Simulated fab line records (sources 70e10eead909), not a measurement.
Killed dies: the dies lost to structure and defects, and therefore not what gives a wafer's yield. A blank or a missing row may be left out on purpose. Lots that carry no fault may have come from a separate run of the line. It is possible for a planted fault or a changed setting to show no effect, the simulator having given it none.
fab line records	flow nandHarc
record: lots: 13	wafers: 39	lastDay: 34
route steps=1302 shown A_STAIRCASE@653
lots untouched by any fault: they come from a run of this same line in which no faults occurred
startH: hours from the record's first day to the start of the lot's first wafer shown	waitH: time in hours since the lot's previous step	" identical to the entry in the row above	L1.1+2: one row covering several wafers at once	- either no value or no given start	* or withheld: withheld	< > ~ a bound
route shown NAME@n: a module of which the file shows steps, and the number in the route of the first	usual: the fault-free wafers' mean and standard deviation	same: alike in all rows	chamber/n: place in a boat	sites: each site's reading	_std_site: the values' standard deviation	_edge_site: inner sites' mean taken away from outer sites' mean	radiusMm: how far each site lies from the wafer's centre	mask NAME#n: copy n	behind: the last tool/chamber to shape the wafer	hold: cause of the lot's hold/its duration in hours/its outcome	device: the n, p or np transistor that did not switch	end of line: the same wafers' tests at the end of the route	where a step has no rows: the recipe by itself	killed: the dies lost at the first sort to structure and to defects; this is not the yield of the wafer	map: the dies of a wafer, with x for killed, . for not killed, _ for no die there
set.NAME: the setting the step ran with; set.NAME@STEP: the setting that earlier step ran with	model.NAME: the simulator's own value behind a step, which no gauge read
the route's steps for a sample of lots (tables are steps, rows are wafers)
services: a tool's chamber out of use, with start hour (startH, from the record's first day; less than 0 if before it), hours out, and reason
== steps ==
step: NHARC_A_STAIRCASE_STRIP_171
recipe: powerW: 1500	tempC: 250	chemistry: O2
usual: drypumpMotorCurrentA: 5.7/0.38	heaterPowerW: 327/35
lot.wafer	tool	chamber	startH	waitH	drypumpMotorCurrentA	heaterPowerW	rfHoursCounterH
L339.1	plasmaAsher-02	1	362.63	-	6.1	281	20
L339.2	"	0	"	"	5.6	331	20
L339.6	"	0	"	"	5.6	325	-
L340.2	plasmaAsher-02	0	373.16	-	5.6	324	21
L340.4	"	0	"	"	5.7	323	-
L340.5	"	1	"	"	6.2	284	-
L342.3	plasmaAsher-02	1	397.76	-	6.1	279	-
L342.4	"	0	"	"	5.6	324	-
L342.6	"	1	"	"	6.1	274	-
L344.4	plasmaAsher-01	1	406.83	-	5.6	346	-
L344.3	"	0	"	"	5.0	389	-
L344.5	"	0	"	"	5.0	389	-
L343.2	plasmaAsher-01	0	412.11	-	5.0	392	9
L343.4	"	0	"	"	5.0	393	-
L343.6	"	0	"	"	5.0	393	-
L354.1	plasmaAsher-01	0	504.95	-	5.1	400	29
L354.3	"	1	"	"	5.6	335	-
L354.6	"	0	"	"	5.0	388	-
L355.2	plasmaAsher-02	1	515.92	-	6.2	296	18
L355.1	"	0	"	"	5.6	320	18
L355.5	"	1	"	"	6.2	298	-
L356.1	plasmaAsher-02	1	535.58	-	6.2	297	22
L356.3	"	1	"	"	6.2	297	-
L356.6	"	0	"	"	5.6	320	-
L357.1	plasmaAsher-02	1	535.94	-	6.1	306	22
L357.3	"	0	"	"	5.6	323	-
L357.6	"	1	"	"	6.1	305	-
L358.1	plasmaAsher-02	1	549.56	-	6.2	294	26
L358.4	"	1	"	"	6.1	305	-
L358.5	"	0	"	"	5.6	324	-
L359.1	plasmaAsher-02	1	557.51	-	6.1	296	27
L359.3	"	1	"	"	6.2	300	-
L359.6	"	1	"	"	6.1	304	-
L360.2	plasmaAsher-01	0	580.87	-	5.0	366	8
L360.4	"	0	"	"	5.0	366	-
L360.6	"	0	"	"	5.0	367	-
L361.1	plasmaAsher-02	0	591.66	-	5.6	318	34
L361.3	"	1	"	"	6.2	289	-
L361.5	"	1	"	"	6.2	294	-
step: NHARC_A_STAIRCASE_DESCUM_11
recipe: timeS: 3	o2FlowSccm: 200	arFlowSccm: 0	biasPowerW: 0	chemistry: O2
usual: chamberPressureMTorr: 60.00/0.055	drypumpMotorCurrentA: 5.6/0.47	oesProductAu: 1.004/0.013	rfVppV: 57.8/0.97	showerheadPlenumPTorr: 1.92/0.094	throttleValvePct: 11.311/0.0094
lot.wafer	tool	chamber	startH	waitH	chamberPressureMTorr	drypumpMotorCurrentA	oesProductAu	rfHoursCounterH	rfVppV	showerheadPlenumPTorr	throttleValvePct
L339.2	rieDiel-03	3	364.15	-	60.04	5.8	1.003	21	58.6	1.90	11.310
L339.1	"	2	"	"	60.01	6.2	0.986	20	57.2	1.77	11.312
L339.6	"	0	"	"	60.07	4.8	1.009	-	56.0	1.89	11.298
L340.4	rieDiel-07	1	374.56	-	60.02	5.4	1.012	21	55.3	1.79	11.311
L340.2	"	3	"	"	60.06	5.8	1.031	21	58.9	2.03	11.304
L340.5	"	0	"	"	59.98	5.9	0.996	-	58.7	2.05	11.312
L342.4	rieDiel-07	0	399.18	-	59.95	5.9	1.002	24	58.7	2.05	11.290
L342.3	"	1	"	"	59.89	5.5	0.995	28	58.1	1.78	11.306
L342.6	"	0	"	"	60.02	5.9	1.001	-	58.8	2.05	11.320
L344.4	rieDiel-01	2	408.26	-	59.95	5.4	0.996	7	56.6	1.79	11.302
L344.3	"	3	"	"	60.05	4.9	0.988	7	57.1	1.82	11.314
L344.5	"	1	"	"	59.95	6.0	1.009	-	58.6	1.89	11.313
L343.2	rieDiel-01	0	413.63	-	59.99	5.1	1.004	9	56.8	2.03	11.311
L343.4	"	3	"	"	59.94	4.9	0.997	8	58.6	1.82	11.304
L343.6	"	0	"	"	59.90	5.1	0.998	-	58.9	2.03	11.312
L354.1	rieDiel-07	0	506.42	-	60.09	5.9	0.985	10	58.7	2.03	11.316
L354.3	"	3	"	"	60.05	5.8	1.010	10	58.8	2.01	11.306
L354.6	"	0	"	"	59.99	5.9	0.986	-	57.7	2.04	11.317
L355.2	rieDiel-01	3	517.45	-	59.99	5.0	0.997	47	56.8	1.81	11.289
L355.1	"	0	"	"	59.89	5.1	0.995	43	57.3	2.02	11.313
L355.5	"	1	"	"	60.10	6.0	0.996	-	57.7	1.87	11.312
L356.3	rieDiel-03	0	537.10	-	60.07	4.8	1.000	23	58.2	1.87	11.305
L356.1	"	1	"	"	59.98	6.3	1.013	18	57.7	1.96	11.322
L356.6	"	3	"	"	59.98	5.8	1.029	-	58.2	1.88	11.291
L357.1	rieDiel-07	0	537.41	-	59.99	5.9	1.000	22	58.2	2.03	11.316
L357.3	"	2	"	"	60.03	5.9	1.002	24	57.2	1.96	11.308
L357.6	"	3	"	"	59.96	5.8	1.016	-	57.8	2.01	11.314
L358.1	rieDiel-07	3	551.03	-	60.00	5.8	1.012	27	58.4	2.01	11.314
L358.4	"	3	"	"	59.97	5.8	1.009	-	57.4	2.01	11.326
L358.5	"	0	"	"	59.96	5.9	0.974	-	61.0	2.03	11.307
L359.3	rieDiel-03	0	559.02	-	60.07	4.8	1.005	30	57.0	1.87	11.313
L359.1	"	2	"	"	59.95	6.2	0.982	35	59.4	2.07	11.311
L359.6	"	1	"	"	59.98	6.3	1.006	-	58.3	1.96	11.308
L360.2	rieDiel-03	0	582.38	-	60.02	4.8	0.993	37	57.2	1.87	11.322
L360.4	"	2	"	"	59.92	6.2	0.998	41	58.3	2.06	11.304
L360.6	"	0	"	"	59.98	4.8	0.984	-	58.0	1.87	11.317
L361.3	rieDiel-01	3	593.04	-	60.10	4.9	0.980	6	57.6	1.80	11.315
L361.1	"	1	"	"	60.09	6.1	0.998	10	57.2	1.87	11.315
L361.5	"	3	"	"	59.96	4.9	0.976	-	57.8	1.80	11.319
step: NHARC_A_STAIRCASE_ETCH_19
recipe: targetDepthA: 1000	timeS: 40.5	ionEnergyEv: 400	c4f8FlowSccm: 20	o2FlowSccm: 10	arFlowSccm: withheld	rfW: 600	biasW: 1000	chemistry: C4F8/O2
usual: chamberPressureMTorr: 25.003/0.023	oesProductAu: 0.945/0.013	rfFwdPowerW: 593.3/2.5	rfVppV: 896/6.3	runLengthS: 61.9/0.56
lot.wafer	tool	chamber	startH	waitH	chamberPressureMTorr	oesProductAu	rfFwdPowerW	rfHoursCounterH	rfVppV	runLengthS
L339.1	rieDiel-03	0	-	-	25.036	0.946	591.8	19	895	61.5
L339.2	"	1	"	"	25.002	0.936	596.0	20	900	61.7
L339.6	"	3	"	"	24.988	0.943	594.6	-	894	62.1
L340.2	rieDiel-07	2	-	-	24.997	0.962	594.1	22	900	61.2
L340.4	"	3	"	"	24.983	0.964	587.9	21	902	62.3
L340.5	"	0	"	"	25.046	0.937	593.7	-	904	62.8
L342.3	rieDiel-07	2	-	-	24.958	0.955	590.1	29	899	61.2
L342.4	"	0	"	"	25.014	0.951	595.3	25	903	63.1
L342.6	"	3	"	"	25.049	0.963	590.8	-	904	62.5
L344.3	rieDiel-01	0	-	-	24.987	0.931	598.6	6	904	61.4
L344.4	"	1	"	"	24.992	0.950	593.2	6	894	60.9
L344.5	"	1	"	"	24.993	0.938	591.3	-	895	60.9
L343.2	rieDiel-01	2	-	-	24.939	0.914	593.8	11	889	62.4
L343.4	"	3	"	"	24.973	0.921	588.9	-	889	61.3
L343.6	"	2	"	"	24.999	0.916	594.2	-	887	62.3
L354.3	rieDiel-07	0	-	-	24.989	0.930	595.6	11	902	62.3
L354.1	"	2	"	"	24.956	0.969	592.2	12	898	61.3
L354.6	"	1	"	"	25.010	0.930	597.1	-	887	61.9
L355.1	rieDiel-01	2	-	-	24.970	0.946	588.5	48	887	62.4
L355.2	"	3	"	"	24.977	0.954	590.6	47	889	61.6
L355.5	"	2	"	"	25.014	0.953	591.6	-	886	62.2
L356.3	rieDiel-03	2	-	-	24.998	0.927	594.1	24	906	62.2
L356.1	"	0	"	"	24.987	0.938	591.7	23	894	61.3
L356.6	"	1	"	"	25.009	0.949	598.2	-	897	62.2
L357.3	rieDiel-07	3	-	-	25.025	0.953	592.0	23	903	62.4
L357.1	"	0	"	"	25.023	0.937	593.7	24	905	62.3
L357.6	"	0	"	"	25.014	0.930	594.2	-	904	62.2
L358.4	rieDiel-07	0	-	-	24.969	0.942	597.0	28	901	62.4
L358.1	"	3	"	"	25.023	0.957	591.9	27	902	62.0
L358.5	"	1	"	"	24.949	0.948	594.5	-	886	62.1
L359.3	rieDiel-03	1	-	-	25.012	0.947	593.4	26	898	62.3
L359.1	"	0	"	"	25.045	0.949	590.9	30	894	61.2
L359.6	"	2	"	"	25.015	0.932	595.5	-	905	62.1
L360.4	rieDiel-03	2	-	-	25.008	0.938	591.0	42	906	62.4
L360.2	"	3	"	"	24.974	0.976	592.7	37	893	62.3
L360.6	"	2	"	"	24.941	0.944	590.8	-	904	62.1
L361.3	rieDiel-01	1	-	-	24.974	0.940	594.9	11	893	61.0
L361.1	"	0	"	"	25.061	0.956	598.6	10	901	61.4
L361.5	"	1	"	"	24.996	0.948	597.4	-	893	61.2
step: NHARC_A_STAIRCASE_ETCH_23
recipe: targetDepthA: 1000	timeS: 40.5	ionEnergyEv: 400	c4f8FlowSccm: 20	o2FlowSccm: 10	arFlowSccm: withheld	rfW: 600	biasW: 1000	chemistry: C4F8/O2
usual: chamberPressureMTorr: 25.000/0.025	oesProductAu: 0.948/0.015	rfFwdPowerW: 593.5/2.3	rfVppV: 896/6.1	runLengthS: 61.8/0.53
lot.wafer	tool	chamber	startH	waitH	chamberPressureMTorr	oesProductAu	rfFwdPowerW	rfHoursCounterH	rfVppV	runLengthS
L339.2	rieDiel-01	3	365.69	-	25.020	0.943	593.0	56	891	61.6
L339.1	"	0	"	"	24.988	0.932	598.5	54	902	61.4
L339.6	"	3	"	"	24.995	0.943	591.8	-	891	61.2
L340.4	rieDiel-07	2	376.08	-	25.020	0.961	594.2	22	900	61.5
L340.2	"	0	"	"	25.038	0.946	593.2	19	904	62.6
L340.5	"	3	"	"	25.041	0.961	591.5	-	902	62.2
L342.3	rieDiel-03	0	400.72	-	24.947	0.964	589.7	28	894	61.6
L342.4	"	1	"	"	24.941	0.963	592.7	30	900	62.0
L342.6	"	3	"	"	25.014	0.978	591.9	-	894	62.3
L344.4	rieDiel-03	2	409.78	-	25.011	0.971	592.3	30	886	62.2
L344.3	"	0	"	"	24.995	0.950	592.2	32	895	61.5
L344.5	"	1	"	"	24.961	0.967	592.7	-	900	61.7
L343.4	rieDiel-03	1	415.67	-	25.005	0.962	-	37	898	39.6
L343.2	"	3	"	"	24.992	0.971	590.9	37	895	62.6
L343.6	"	1	"	"	24.976	0.950	599.5	-	898	62.2
L354.1	rieDiel-03	2	508.42	-	25.013	0.939	596.3	14	906	62.4
L354.3	"	3	"	"	24.997	0.979	594.9	11	895	62.2
L354.6	"	2	"	"	25.002	0.941	595.5	-	906	62.1
L355.2	rieDiel-03	1	518.97	-	24.997	0.971	592.7	15	898	61.8
L355.1	"	3	"	"	24.993	0.973	591.8	17	894	62.4
L355.5	"	2	"	"	25.046	0.954	594.5	-	904	62.4
L356.1	rieDiel-01	3	538.63	-	24.972	0.925	594.1	51	890	61.4
L356.3	"	0	"	"	25.021	0.932	592.5	47	903	61.5
L356.6	"	0	"	"	25.010	0.936	596.0	-	903	61.2
L357.1	rieDiel-07	0	540.44	-	24.996	0.925	589.9	24	903	62.3
L357.3	"	2	"	"	24.991	0.938	589.4	26	898	61.3
L357.6	"	3	"	"	25.035	0.943	589.9	-	902	62.3
L358.4	rieDiel-01	0	552.60	-	24.999	0.950	595.2	52	903	61.4
L358.1	"	1	"	"	25.033	0.923	596.0	55	893	61.2
L358.5	"	2	"	"	25.008	0.938	592.3	-	887	62.2
L359.1	rieDiel-03	2	560.65	-	25.002	0.927	595.7	36	905	62.2
L359.3	"	1	"	"	25.000	0.950	595.0	27	900	61.7
L359.6	"	3	"	"	25.003	0.975	594.6	-	894	62.7
L360.4	rieDiel-03	2	583.97	-	24.991	0.918	594.9	42	904	62.6
L360.2	"	0	"	"	24.976	0.929	592.0	38	893	61.7
L360.6	"	2	"	"	24.994	0.932	595.1	-	905	62.5
L361.1	rieDiel-07	1	594.66	-	24.968	0.948	598.8	37	886	61.9
L361.3	"	2	"	"	24.994	0.936	592.3	41	899	61.3
L361.5	"	1	"	"	25.000	0.953	594.4	-	886	61.8
== services ==
tool	chamber	startH	hours	kind
rieDiel-03	0	339.42	-	clean
rieDiel-03	1	339.42	-	clean
rieDiel-03	2	339.42	-	clean
rieDiel-03	3	339.42	-	clean
plasmaAsher-01	-	356.92	9.0	pm
rieDiel-01	0	358.28	6.1	repair
rieDiel-03	0	363.92	-	clean
rieDiel-03	1	363.92	-	clean
rieDiel-07	-	372.59	1.2	repair
rieDiel-03	2	375.34	13.8	repair
rieDiel-01	-	381.53	9.0	pm
rieDiel-07	3	384.62	2.5	repair
rieDiel-01	3	410.09	2.7	repair
rieDiel-01	0	414.14	6.5	repair
plasmaAsher-02	-	426.55	9.0	pm
rieDiel-03	3	455.41	17.4	repair
rieDiel-03	-	458.34	9.0	pm
rieDiel-07	-	472.85	9.0	pm
rieDiel-03	1	476.61	8.3	repair
plasmaAsher-01	-	533.92	9.0	pm
rieDiel-07	1	533.96	17.1	repair
rieDiel-01	-	558.53	9.0	pm
plasmaAsher-01	-	569.25	0.5	repair
rieDiel-07	3	592.66	15.5	repair
== key ==
firstSign: step: NHARC_A_STAIRCASE_ETCH_23	reading: runLengthS	direction: down	sigmas: 42	usual: *	struck: *
effect none on later readings
metAt NHARC_A_STAIRCASE_ETCH_23
struckLots L343
struckWafers L343.4
laterRowsLeftOut L343.4
sortLeftOut L343.4
testerLeftOut L343
notActingAt NHARC_A_STAIRCASE_STRIP_171,NHARC_A_STAIRCASE_DESCUM_11,NHARC_A_STAIRCASE_ETCH_19
onsetBetween 409.78 415.67
fault: kind: processParameterDrift	tool: rieDiel-03	chamber: -	onsetH: 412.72	steps: NHARC_A_STAIRCASE_ETCH_23	channel: timeS	offset: *	shape: step	endH: 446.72	scope: struckWafersOnly	actsIn: *	stated: *
testerLeftOut: of these lots the tester's yield and bins aren't shown, on N5 and GAA mostly nor the transistor test; their killed dies are dies lost to structure and defects alone, not to doping, threshold or leakage, so they don't give the yield
sortLeftOut: the simulated sort isn't trusted on such a fault, so these wafers' sort isn't shown, and their yield isn't known
laterRowsLeftOut: the simulator's readings of these wafers behind a module that went badly wrong aren't trusted and aren't shown, but for the sort
